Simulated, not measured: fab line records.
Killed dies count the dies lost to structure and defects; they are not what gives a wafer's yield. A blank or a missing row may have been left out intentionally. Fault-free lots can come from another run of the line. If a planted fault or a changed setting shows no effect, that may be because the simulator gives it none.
Matching of chambers + flow n5Finfet + N5_WELL_APT_DESCUM_13 on rieDiel-06: 4 sister chambers
The step chemistry O2, time 7.9 s. 14 wafers are shown with their chamber, then 7 later ones without.

WAFERS PAIRED WITH THEIR CHAMBERS
| wafer  | chamber | drypumpMotorCurrentA (A) | showerheadPlenumPTorr (Torr) | throttleValvePct (%) |
|--------|---------|--------------------------|------------------------------|----------------------|
| L078.2 | 2       | 4.9                      | 2.17                         | 20.8                 |
| L078.4 | 1       | 5.5                      | 2.02                         | 20.8                 |
| L078.6 | 2       | 4.9                      | 2.17                         | 20.8                 |
| L081.2 | 0       | 5.8                      | 1.98                         | 20.6                 |
| L081.4 | 3       | 5.0                      | 2.03                         | 20.0                 |
| L081.6 | 1       | 5.5                      | 2.01                         | 20.8                 |
| L082.1 | 2       | 4.9                      | 2.17                         | 20.8                 |
| L082.2 | 1       | 5.5                      | 2.01                         | 20.8                 |
| L082.6 | 2       | 4.9                      | 2.17                         | 20.8                 |
| L086.1 | 0       | 5.7                      | 1.97                         | 20.5                 |
| L086.3 | 3       | 5.0                      | 2.02                         | 20.1                 |
| L086.5 | 3       | 5.0                      | 2.02                         | 20.1                 |
| L095.1 | 3       | 5.0                      | 2.02                         | 20.1                 |
| L095.3 | 2       | 4.9                      | 2.16                         | 20.8                 |

SIGNATURES (averages over the wafers above)
| reading               | chamber 0 | chamber 1 | chamber 2 | chamber 3 | scatter within a chamber |
|-----------------------|-----------|-----------|-----------|-----------|--------------------------|
| drypumpMotorCurrentA  | 5.750     | 5.500     | 4.900     | 5.000     | 0.0224                   |
| showerheadPlenumPTorr | 1.9750    | 2.0133    | 2.1680    | 2.0225    | 0.00521                  |
| throttleValvePct      | 20.550    | 20.800    | 20.800    | 20.075    | 0.0354                   |
Rule: for each reading, subtract the chamber's mean from the wafer's reading, divide by that reading's scatter and square the result; add these up over the readings and take the root, which gives the wafer's distance from the chamber. The wafer belongs to the nearest chamber; if the next one is less than 2 further off, it can't be placed. The scatter: take each reading less its chamber's mean, square it, sum over the shown wafers, divide by the number of wafers less the number of chambers, and take the root.

WAFERS MISSING THEIR CHAMBER
| wafer  | drypumpMotorCurrentA (A) | showerheadPlenumPTorr (Torr) | throttleValvePct (%) |
|--------|--------------------------|------------------------------|----------------------|
| L095.4 | 5.5                      | 2.00                         | 20.9                 |
| L096.2 | 5.0                      | 2.02                         | 20.1                 |
| L096.4 | 5.5                      | 2.00                         | 20.9                 |
| L096.6 | 5.0                      | 2.02                         | 20.1                 |
| L097.1 | 5.5                      | 2.00                         | 20.9                 |
| L097.5 | 5.5                      | 2.00                         | 20.9                 |
| L097.6 | 4.9                      | 2.15                         | 20.8                 |

EACH ONE'S CHAMBER
| wafer  | from the rows above | in truth |
|--------|---------------------|----------|
| L095.4 | 1                   | 1        |
| L096.2 | 3                   | 3        |
| L096.4 | 1                   | 1        |
| L096.6 | 3                   | 3        |
| L097.1 | 1                   | 1        |
| L097.5 | 1                   | 1        |
| L097.6 | 2                   | 2        |
7 of 7 placed correctly. From these rows, 0 cannot be placed. 0 placed wrongly.
